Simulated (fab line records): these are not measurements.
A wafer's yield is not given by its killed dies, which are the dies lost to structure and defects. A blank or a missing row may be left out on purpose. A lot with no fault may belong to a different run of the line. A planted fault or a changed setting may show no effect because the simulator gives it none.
Problem report in the 8D (eight disciplines) form, filled by code / flow n5_finfet / the parts of the form that need people (team, actions taken, sign-off) are left out

1. THE ISSUE
spin_speed_rpm at N5_BEOL_M7_COAT_59 reads a mean of 1601.7 rpm on 6 wafers of 2 lots; wafers without a fault read 1500.1 rpm with a standard deviation of 0.88. So: +99 or more standard deviations from the usual mean.
The step: time 60 s, resist thk 100 nm.
First seen on wafer L811.3, day 13 01:57, on litho_track-04. At this step, 12 wafers from 4 lots have a number in the record. Rule for "out", or "out of limits": more than 4 standard deviations from the usual mean. The other wafers with a number count as sound.

2. WHAT IT IS AND WHAT IT IS NOT
question=which readings at this step | is=spin_speed_rpm | is not=-
question=which lots | is=L811, L812 | is not=L801, L814
question=which wafers of those lots | is=all that have a number | is not=-
question=read on which tools | is=litho_track-04 | is not=litho_track-03
question=when | is=from day 13 01:57 | is not=up to then (3 sound wafers); but 3 sound wafers of L814 came after

3. WHAT RULES OUT EACH SUSPECT
Counting: any tool at a process step up to the reading is kept as a suspect provided that every lot that is out went through it and no sound lot did after the first of them.
- litho_track-04 at N5_BEOL_M7_COAT_59 (time 60 s, resist thk 100 nm): kept. It processed each lot that is out, first L811 at day 13 01:57, and no sound lot thereafter; up to then, the last sound lot it processed was L801 at day 10 17:06. Its own spin_speed_rpm readings are out on those wafers.
Left after counting: litho_track-04 at N5_BEOL_M7_COAT_59.

4. THE CAUSE (what the simulator had put in)
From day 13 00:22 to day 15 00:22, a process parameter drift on litho_track-04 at N5_BEOL_M7_COAT_59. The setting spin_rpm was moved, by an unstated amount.
Only this tool survived the counting.

5. THE CHAIN OF EFFECTS, in route order
Each row: a reading whose mean over the struck wafers that have a number lies more than 3 standard deviations from the usual. Only readings for which the record gives a usual standard deviation are gone through. hours: the time from each lot's start at the first step in this table that gives one to its start at this step, as a median over the lots. sigmas: the change in usual standard deviations.
hours=0; step=N5_BEOL_M7_COAT_59; reading=spin_speed_rpm; usual=1500.1 rpm; on struck wafers=1601.7; change=+101.6; sigmas=+99 or more
Here are the process steps it includes:
- N5_BEOL_M7_COAT_59: time 60 s, resist thk 100 nm.

6. WHAT WOULD HAVE CAUGHT IT SOONER
In this record the first reading out of limits was taken at day 13 01:57, 2 hours after the fault began at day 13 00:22.
